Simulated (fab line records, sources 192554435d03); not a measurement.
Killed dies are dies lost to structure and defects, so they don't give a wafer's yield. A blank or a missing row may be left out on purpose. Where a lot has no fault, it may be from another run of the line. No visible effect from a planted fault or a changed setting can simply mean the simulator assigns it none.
Split-lot study -- flow n5_finfet -- 21 wafers read from 7 lots, route of 1938 steps

== ON THE SPLIT ==
At N5_SD_EPI_P_EPI_21 (deposits SiGe:B, time 355 s), the setting temp_c was moved away from the recipe's 550 C on 14 of the 21 wafers read, by -0.7% to +0.7%. The other wafers ran this setting at the recipe's value.

== FROM THE SPLIT TO THE READING: what the file shows between them, 3 steps ==
- N5_SD_EPI_P_EPI_MEAS_23
- N5_SD_EPI_P_HM_STRIP_48: strips SiNx in H3PO4, material SiNx, target depth 3 nm
- N5_SD_EPI_P_SRD_49: time 30 s

== THE READING ==
SiGe-B_of_SD_EPI_P_EPI_21.thk_nm (the simulator's own value, which no gauge read), in nm, at N5_SD_EPI_P_PRECLEAN_24 (cleans in O3/DIW, time 45 s). The file gives no usual value for it. Average 60.1 nm, standard deviation 0.41 nm, over the 7 wafers here run with the recipe.

wafer,"tool, chamber at the split","temp_c as run, C",against the recipe,"SiGe-B_of_SD_EPI_P_EPI_21.thk_nm, nm",against lot-mates on the recipe
L081.1,"epi_rpcvd-02, 0",546.2,-0.7%,55.4,no lot-mate on the recipe
L081.3,"epi_rpcvd-02, 0",546.2,-0.7%,56,no lot-mate on the recipe
L081.6,"epi_rpcvd-02, 0",546.2,-0.7%,55.6,no lot-mate on the recipe
L084.4,"epi_rpcvd-01, 0",550,recipe,60.4,-
L084.5,"epi_rpcvd-01, 0",552.2,+0.4%,64,+3.6
L084.6,"epi_rpcvd-01, 0",552.2,+0.4%,63.8,+3.4
L087.1,"epi_rpcvd-02, 0",550,recipe,60.6,-
L087.4,"epi_rpcvd-02, 0",553.8,+0.7%,66.4,+5.8
L087.5,"epi_rpcvd-02, 0",553.8,+0.7%,66.4,+5.8
L088.2,"epi_rpcvd-04, 0",550,recipe,59.6,-
L088.5,"epi_rpcvd-04, 0",553.2,+0.6%,64.4,+4.8
L088.6,"epi_rpcvd-04, 0",553.2,+0.6%,63.6,+4.0
L089.3,"epi_rpcvd-02, 0",550,recipe,60.2,-
L089.5,"epi_rpcvd-02, 0",550,recipe,59.6,-
L089.6,"epi_rpcvd-02, 0",550,recipe,59.8,-
L095.1,"epi_rpcvd-04, 0",546.5,-0.6%,55.4,no lot-mate on the recipe
L095.3,"epi_rpcvd-04, 0",546.5,-0.6%,55.2,no lot-mate on the recipe
L095.6,"epi_rpcvd-04, 0",546.5,-0.6%,55,no lot-mate on the recipe
L097.1,"epi_rpcvd-01, 0",548.5,-0.3%,58.6,-2.0
L097.5,"epi_rpcvd-01, 0",550,recipe,60.6,-
L097.6,"epi_rpcvd-01, 0",548.5,-0.3%,59.6,-1.0

THE FIT
A straight line over all 21 wafers: SiGe-B_of_SD_EPI_P_EPI_21.thk_nm changes by +7.53 nm for each +1% of temp_c; r = +0.99; the points scatter about the line by 0.65 nm.
The same after taking each lot's own level away (the mean of its wafers on the recipe; 15 wafers): +7.73 nm for each +1%; r = +0.99; scatter 0.4 nm.
The reading moves by 5.3 nm for the largest change in temp_c, on that fit.
The lots' own levels span 59.60 to 60.60 nm, that is 2.4 times the standard deviation above.
The two slopes are in agreement: the lot-to-lot level therefore moves the slope only a little.
Check: +5.44 nm against its lot-mates is what the line predicts for one of the wafers moved furthest among these (+0.7%) when that wafer is left out of the fit. It came out at +5.8 nm against them.

== THE OTHER SPLITS THESE WAFERS WENT THROUGH ==
Other splits were also applied to these wafers ahead of the reading. Each is held against what the fit with the lots' levels taken away leaves over:
other split on the same wafers,wafers away from the commonest value,r with SiGe-B_of_SD_EPI_P_EPI_21.thk_nm (lot level and that fit taken away)
N5_FIN_CUT_STRIP_23 temp_c,7,-0.04
N5_SD_EPI_N_COAT_33 spin_rpm,8,+0.27
N5_SD_EPI_N_DESCUM_14 time_s,4,-0.30

== THE WHOLE CHAIN: every reading that the file lists as answering this split, in the file's order ==
step,what it does,reading,change (the file's fit),r (the file's)
N5_SD_EPI_P_EPI_21,"deposits SiGe:B, time 355 s","SiGe-B_of_SD_EPI_P_EPI_21.thk_nm (the simulator's own value, which no gauge read)",+7.94 nm for each +1% of the setting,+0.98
N5_SD_EPI_P_EPI_MEAS_23,,thk_nm,withheld for each +1% of the setting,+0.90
N5_SD_EPI_P_PRECLEAN_24,"cleans in O3/DIW, time 45 s","SiGe-B_of_SD_EPI_P_EPI_21.thk_nm (the simulator's own value, which no gauge read)",+7.98 nm for each +1% of the setting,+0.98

== FILE'S OWN FIT ==
SiGe-B_of_SD_EPI_P_EPI_21.thk_nm changes by +7.98 nm for each +1% of temp_c, r = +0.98.
